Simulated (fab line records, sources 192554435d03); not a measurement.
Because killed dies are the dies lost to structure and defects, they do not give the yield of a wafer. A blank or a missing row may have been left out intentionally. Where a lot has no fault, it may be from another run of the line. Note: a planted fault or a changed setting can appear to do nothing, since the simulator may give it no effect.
Matching of chambers ; flow n5_finfet ; rie_diel-05 running N5_GATE_CUT_HM_OPEN_40: 4 sister chambers
The step chemistry C4F6/O2, target SiO2, target depth 139 nm, time 85.1 s. 4 wafers are shown with their chamber, then 10 later ones without.

## EACH WAFER AND ITS CHAMBER
wafer;chamber;drypump_motor_current_A (A)
L078.3;0;5.80
L086.4;3;5.76
L092.3;2;5.67
L092.4;1;5.20

## WAFERS WITHOUT THEIR CHAMBER
wafer;drypump_motor_current_A (A)
L092.5;5.18
L094.1;5.79
L094.2;5.74
L094.3;5.68
L094.4;5.15
L094.5;5.77
L094.6;5.80
L096.3;5.15
L096.5;5.18
L096.6;5.78

## WHICH CHAMBER EACH ONE RAN IN
wafer;from the rows above;in truth
L092.5;1;1
L094.1;can't be placed: 0 or 3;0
L094.2;can't be placed: 3 or 0 or 2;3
L094.3;2;2
L094.4;1;1
L094.5;can't be placed: 3 or 0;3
L094.6;can't be placed: 0 or 3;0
L096.3;1;1
L096.5;1;1
L096.6;can't be placed: 0 or 3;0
Correctly placed: 5 of 10. From these rows, 5 cannot be placed; in 5 the true chamber is one of the candidates. Wrongly placed: 0.
How it was worked out, from the rows above alone: a wafer's distance from a chamber is the root of the sum, over the readings, of the square of ((its reading less the chamber's mean) divided by the reading's scatter). The wafer belongs to the nearest chamber; if the next one is less than 2 further off, it can't be placed. A chamber's mean is the mean of its shown wafers. The scatter: with one shown wafer a chamber, the root of the mean of the squares of how far each hidden wafer lies from its nearest shown one.
